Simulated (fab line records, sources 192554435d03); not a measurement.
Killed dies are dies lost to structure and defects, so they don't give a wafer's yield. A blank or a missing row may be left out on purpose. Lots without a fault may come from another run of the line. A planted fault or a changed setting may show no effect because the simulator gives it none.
Chamber matching | flow n5_finfet | N5_BEOL_M3_CO_CAP_55 on cvd_co-01: 3 sister chambers
The step material Co, precursor CCTBA/H2, target thk 2 nm, time 102.1 s. 6 wafers are shown with their chamber, then 12 later ones without.

WAFERS WITH THEIR CHAMBER
wafer  | chamber | heater_power_w (W) | susceptor_temp_C (C)
L079.4 | 2       | 270                | 199.80
L086.2 | 0       | 232                | 199.92
L086.4 | 1       | 229                | 199.91
L087.1 | 1       | 223                | 200.01
L087.5 | 0       | 223                | 199.88
L087.6 | 2       | 280                | 200.06

WAFERS WITHOUT THEIR CHAMBER
wafer  | heater_power_w (W) | susceptor_temp_C (C)
L090.4 | 237                | 199.82
L090.5 | 226                | 200.01
L090.6 | 275                | 200.09
L093.2 | 279                | 199.92
L093.3 | 232                | 199.73
L093.5 | 279                | 199.74
L092.4 | 226                | 199.95
L092.5 | 222                | 200.02
L092.6 | 272                | 199.79
L095.1 | 220                | 200.09
L095.3 | 225                | 199.95
L095.5 | 232                | 200.07

WHICH CHAMBER EACH WENT THROUGH
wafer  | from the rows above     | in truth
L090.4 | can't be placed: 0 or 1 | 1
L090.5 | can't be placed: 1 or 0 | 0
L090.6 | 2                       | 2
L093.2 | 2                       | 2
L093.3 | can't be placed: 0 or 1 | 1
L093.5 | 2                       | 2
L092.4 | can't be placed: 1 or 0 | 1
L092.5 | can't be placed: 1 or 0 | 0
L092.6 | 2                       | 2
L095.1 | can't be placed: 1 or 0 | 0
L095.3 | can't be placed: 1 or 0 | 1
L095.5 | can't be placed: 1 or 0 | 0
Placed correctly: 4 of 12. Can't be placed from these rows: 8 (the true chamber is among the candidates in 8). Placed wrongly: 0.
How it was worked out, from the rows above alone: a wafer's distance from a chamber is the root of the sum, over the readings, of the square of ((its reading less the chamber's mean) divided by the reading's scatter). The wafer belongs to the nearest chamber; if the next one is less than 2 further off, it can't be placed. A chamber's mean is the mean of its shown wafers. The scatter: the root of (the sum of the squares of (reading less its chamber's mean) over the shown wafers, divided by (wafers less chambers)).
